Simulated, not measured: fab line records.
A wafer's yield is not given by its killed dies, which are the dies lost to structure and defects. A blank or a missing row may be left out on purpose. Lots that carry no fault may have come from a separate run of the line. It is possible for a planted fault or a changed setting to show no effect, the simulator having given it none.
Split-lot experiment -- flow n5_finfet -- route with 1938 steps; 7 lots, 21 wafers read

== ON THE SPLIT ==
At N5_GATE_CUT_COAT_27 (time 60 s, resist thk 10 nm), the setting spin_rpm was moved away from the recipe's 1500 rpm on 6 of the 21 wafers read, by -9.2% to +10.4%. This setting was run at the recipe's value on the other wafers.

== FROM THE SPLIT TO THE READING: what the file shows between them, 4 steps ==
- N5_GATE_CUT_COAT_07: resist thk 30 nm
- N5_GATE_CUT_EBR_09
- N5_GATE_CUT_DESCUM_18: chemistry O2, time 7 s
- N5_GATE_CUT_ETCH_28: etches underlayer in N2/H2, target depth 13 nm, time 10.4 s

== THE READING ==
CAR-EUV_of_GATE_CUT_COAT_07.thk_nm (the simulator's own value, which no gauge read), in nm, at N5_GATE_CUT_ETCH_36 (etches SiARC in CF4, target depth 13 nm, time 21.7 s). There is no usual value for it anywhere in the file. The 15 wafers here that ran the recipe average 7.0 nm, standard deviation 0.05 nm.

wafer,"tool, chamber at the split","spin_rpm as run, rpm",against the recipe,"CAR-EUV_of_GATE_CUT_COAT_07.thk_nm, nm",against lot-mates on the recipe
L075.3,"litho_track-03, 0",1500,recipe,7,-
L075.4,"litho_track-03, 0",1500,recipe,7,-
L075.5,"litho_track-03, 0",1500,recipe,7,-
L077.1,"litho_track-04, 0",1500,recipe,7,-
L077.3,"litho_track-04, 0",1500,recipe,7,-
L077.6,"litho_track-04, 0",1500,recipe,7,-
L084.2,"litho_track-03, 0",1500,recipe,7,-
L084.5,"litho_track-03, 0",1500,recipe,7,-
L084.6,"litho_track-03, 0",1500,recipe,7,-
L086.1,"litho_track-05, 0",1500,recipe,7,-
L086.4,"litho_track-05, 0",1500,recipe,7,-
L086.6,"litho_track-05, 0",1500,recipe,7,-
L087.3,"litho_track-04, 0",1362,-9.2%,6.2,-0.6
L087.4,"litho_track-04, 0",1362,-9.2%,6.2,-0.6
L087.6,"litho_track-04, 0",1500,recipe,6.8,-
L091.1,"litho_track-03, 0",1656,+10.4%,7.6,+0.6
L091.4,"litho_track-03, 0",1656,+10.4%,7.6,+0.6
L091.3,"litho_track-03, 0",1500,recipe,7,-
L097.4,"litho_track-04, 0",1579,+5.3%,7.4,+0.4
L097.5,"litho_track-04, 0",1500,recipe,7,-
L097.6,"litho_track-04, 0",1579,+5.3%,7.2,+0.2

THE FIT
A straight line over all 21 wafers: CAR-EUV_of_GATE_CUT_COAT_07.thk_nm changes by +0.0701 nm for each +1% of spin_rpm; r = +0.97; the points scatter about the line by 0.077 nm.
The same after taking each lot's own level away (the mean of its wafers on the recipe; 21 wafers): +0.0607 nm for each +1%; r = +0.99; scatter 0.036 nm.
That fit puts the effect of the largest move of spin_rpm on the reading at 0.63 nm.
The lots' own levels span 6.80 to 7.00 nm, that is 4.0 times the standard deviation above.
So the slope is not independent of the lot-to-lot level: the two fits are not the same.
Check: +0.631 nm against its lot-mates is what the line predicts for one of the wafers moved furthest among these (+10.4%) when that wafer is left out of the fit. Against them it came out at +0.6 nm.

== THESE WAFERS: OTHER SPLITS ==
These wafers also went through other splits before the reading. Each is held against what the fit with the lots' levels taken away leaves over:
other split on the same wafers,wafers away from the commonest value,r with CAR-EUV_of_GATE_CUT_COAT_07.thk_nm (lot level and that fit taken away)
N5_GATE_CUT_ETCH_58 bias_w,8,+0.03

== THE WHOLE CHAIN: every reading that the file lists as answering this split, in the file's order ==
step,what it does,reading,change (the file's fit),r (the file's)
N5_GATE_CUT_COAT_27,"time 60 s, resist thk 10 nm","underlayer_of_GATE_CUT_COAT_27.thk_nm (the simulator's own value, which no gauge read)",-0.0445 nm for each +1% of the setting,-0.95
N5_GATE_CUT_ETCH_28,"etches underlayer in N2/H2, target depth 13 nm, time 10.4 s","CAR-EUV_of_GATE_CUT_COAT_07.thk_nm (the simulator's own value, which no gauge read)",+0.0534 nm for each +1% of the setting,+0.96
N5_GATE_CUT_ETCH_28,"etches underlayer in N2/H2, target depth 13 nm, time 10.4 s","etch.depth_nm (the simulator's own value, which no gauge read)",-0.047 nm for each +1% of the setting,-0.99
N5_GATE_CUT_ETCH_36,"etches SiARC in CF4, target depth 13 nm, time 21.7 s","CAR-EUV_of_GATE_CUT_COAT_07.thk_nm (the simulator's own value, which no gauge read)",+0.0605 nm for each +1% of the setting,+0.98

== THE FILE'S OWN FIT ==
CAR-EUV_of_GATE_CUT_COAT_07.thk_nm changes by +0.0605 nm for each +1% of spin_rpm, r = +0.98.
